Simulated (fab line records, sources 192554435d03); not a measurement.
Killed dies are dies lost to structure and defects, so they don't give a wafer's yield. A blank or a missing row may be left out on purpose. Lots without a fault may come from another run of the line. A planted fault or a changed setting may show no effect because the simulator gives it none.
Problem report in the 8D (eight disciplines) form, filled by code | flow n5_finfet | the parts of the form that need people (team, actions taken, sign-off) are left out
Where a reading is given only as a bound, like >300, the bound stands for it, and a mean or a difference that rests on one is marked > or <: the true number lies beyond.

1. THE PROBLEM
raw_defect_count at N5_BEOL_M12_INSPECT_30 reads a mean of >300 on 6 wafers of 2 lots; wafers without a fault read 2.0 with a standard deviation of 1.6. That is +99 or more standard deviations from the usual mean.
The step: inspects for defects (macro).
First seen on wafer L640.1, day 17 07:16, on defect_inspect-01. The record holds 16 wafers of 6 lots with a number at this step. Rule for "out", or "out of limits": more than 4 standard deviations from the usual mean. The other wafers with a number count as sound.

2. WHAT IT IS AND WHAT IT IS NOT
question                    | is                                   | is not
which readings at this step | raw_defect_count                     | -
which lots                  | L640, L642                           | L628, L644, L645, L649
which wafers of those lots  | all that have a number               | -
read on which gauges        | defect_inspect-01, defect_inspect-02 | -
when                        | from day 17 07:16                    | up to then (3 sound wafers); but 7 sound wafers of L644, L645, L649 came after

3. SUSPECTS, AND WHAT RULES EACH OUT
Counting: a tool at a process step up to the reading stays a suspect if it ran every lot that is out and no sound lot after the first of them.
- the gauge at N5_BEOL_M12_INSPECT_30: ruled out. The wafers that are out were read on 2 gauges (defect_inspect-01, defect_inspect-02).
- rie_diel-05 at N5_BEOL_M12_DESCUM_15 (chemistry O2, time 7.9 s): ruled out as a lasting fault. Sound lots L645 ran on it after its first lot that is out, L640 (day 17 06:24).
- rie_diel-05 at N5_BEOL_M12_ETCH_59 (etches BARC in N2/H2, target depth 89 nm, overetch 26.7 nm, time 67.9 s): ruled out as a lasting fault. Sound lots L645 ran on it after its first lot that is out, L640 (day 17 06:26).
- rie_diel-05 at N5_BEOL_M12_VIA_ETCH_16 (etches SiOC in C4F8/O2/Ar, target depth 724.8 nm): ruled out as a lasting fault. Sound lots L645 ran on it after its first lot that is out, L640 (day 17 06:29).
- plasma_asher-01 at N5_BEOL_M12_STRIP_63 (strips in N2/H2): ruled out as a lasting fault. Sound lots L645, L644 ran on it after its first lot that is out, L640 (day 17 06:41).
- plasma_asher-01 at N5_BEOL_M12_STRIP_64 (strips in N2/H2): ruled out as a lasting fault. Sound lots L645, L644 ran on it after its first lot that is out, L640 (day 17 06:45).
- wet_bench-01 at N5_BEOL_M12_STRIP_71 (strips in post etch residue remover, time 60 s): kept. It ran every lot that is out, first L640 (day 17 06:50), and no sound lot after that; its last sound lot up to then is L628 (day 15 03:59).
Left after counting: wet_bench-01 at N5_BEOL_M12_STRIP_71.

4. THE CAUSE (what the simulator had put in)
Chamber particle source: wet_bench-01, from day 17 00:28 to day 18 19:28, at N5_BEOL_M12_STRIP_71. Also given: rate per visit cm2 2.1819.
Counting left only this tool.

5. THE CHAIN OF EFFECTS, in route order
Each row: a reading whose mean over the struck wafers that have a number lies more than 3 standard deviations from the usual. Only readings for which the record gives a usual standard deviation are gone through. hours: the time from each lot's start at the first step in this table that gives one to its start at this step, as a median over the lots. sigmas: the change in usual standard deviations.
hours | step                    | reading              | usual  | on struck wafers | change | sigmas
0     | N5_BEOL_M12_INSPECT_30  | raw_defect_count     | 2.0    | >300             | >+298  | +99 or more
41    | N5_PASSIVATION_PROBE_49 | defect_limited_yield | 91.1 % | 83.3             | -7.8   | -5.6
41    | N5_PASSIVATION_PROBE_49 | killed_at_M4_up      | 15     | 120              | +105   | +20
41    | N5_PASSIVATION_PROBE_49 | killed_dies          | 105    | 197              | +92    | +5.4
41    | N5_PASSIVATION_PROBE_49 | killed_on_rim        | 14     | 28               | +14    | +3.3
41    | N5_PASSIVATION_PROBE_49 | sort_bin_5_function  | 5.2 %  | 9.6              | +4.4   | +4.5
41    | N5_PASSIVATION_PROBE_49 | sort_n_pass          | 1075   | 983              | -92    | -5.4
41    | N5_PASSIVATION_PROBE_49 | sort_yield_pct       | 91.1 % | 83.3             | -7.8   | -5.6
The process steps in it:
- N5_PASSIVATION_PROBE_49

6. WHAT WOULD HAVE CAUGHT IT SOONER
In this record the first reading out of limits at a measuring or inspecting step was taken at day 17 07:16, 7 hours after the fault began at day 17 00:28.
Of the lots that are out (2), L642 began N5_BEOL_M12_STRIP_71 on wet_bench-01 after day 17 07:16. A hold on the tool at that time would have spared it.
